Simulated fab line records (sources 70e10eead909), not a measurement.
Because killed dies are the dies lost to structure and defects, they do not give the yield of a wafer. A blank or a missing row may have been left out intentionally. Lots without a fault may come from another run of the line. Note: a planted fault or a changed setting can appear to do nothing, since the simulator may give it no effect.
Chamber matching	flow nandHarc	NHARC_A_STAIRCASE_DEP_151 on pecvd-01 has 3 sister chambers
The step deposits SiO2, target thk 3800 nm. 6 wafers are shown with their chamber, then 10 later ones without.

## WAFERS, EACH WITH ITS CHAMBER
wafer	chamber	heaterPowerOuterW (W)	heaterPowerW (W)
L085.5	0	340	565
L086.1	2	401	656
L086.3	1	423	652
L086.5	2	365	594
L091.4	1	361	560
L091.5	0	349	567

## WAFERS WITH NO CHAMBER GIVEN
wafer	heaterPowerOuterW (W)	heaterPowerW (W)
L091.6	354	585
L089.3	378	578
L089.5	370	562
L089.6	359	607
L093.1	412	664
L093.3	442	693
L093.4	349	570
L096.1	463	722
L096.2	402	647
L096.3	435	686

## THE CHAMBER EACH PASSED THROUGH
wafer	from the rows above	in truth
L091.6	can't be placed: 0 or 2 or 1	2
L089.3	can't be placed: 1 or 2 or 0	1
L089.5	can't be placed: 0 or 1 or 2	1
L089.6	can't be placed: 2 or 0 or 1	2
L093.1	can't be placed: 2 or 1 or 0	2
L093.3	can't be placed: 2 or 1 or 0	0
L093.4	can't be placed: 0 or 1 or 2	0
L096.1	can't be placed: 2 or 1 or 0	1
L096.2	can't be placed: 2 or 1 or 0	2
L096.3	can't be placed: 2 or 1 or 0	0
Correct placement for 0 of the 10. Can't be placed from these rows: 10 (the true chamber is among the candidates in 10). Placed wrongly: 0.
How it was worked out, from the rows above alone: a wafer's distance from a chamber is the root of the sum, over the readings, of the square of ((its reading less the chamber's mean) divided by the reading's scatter). The wafer belongs to the nearest chamber; if the next one is less than 2 further off, it can't be placed. Each chamber's mean is taken over the wafers shown for it. The scatter: the root of (the sum of the squares of (reading less its chamber's mean) over the shown wafers, divided by (wafers less chambers)).
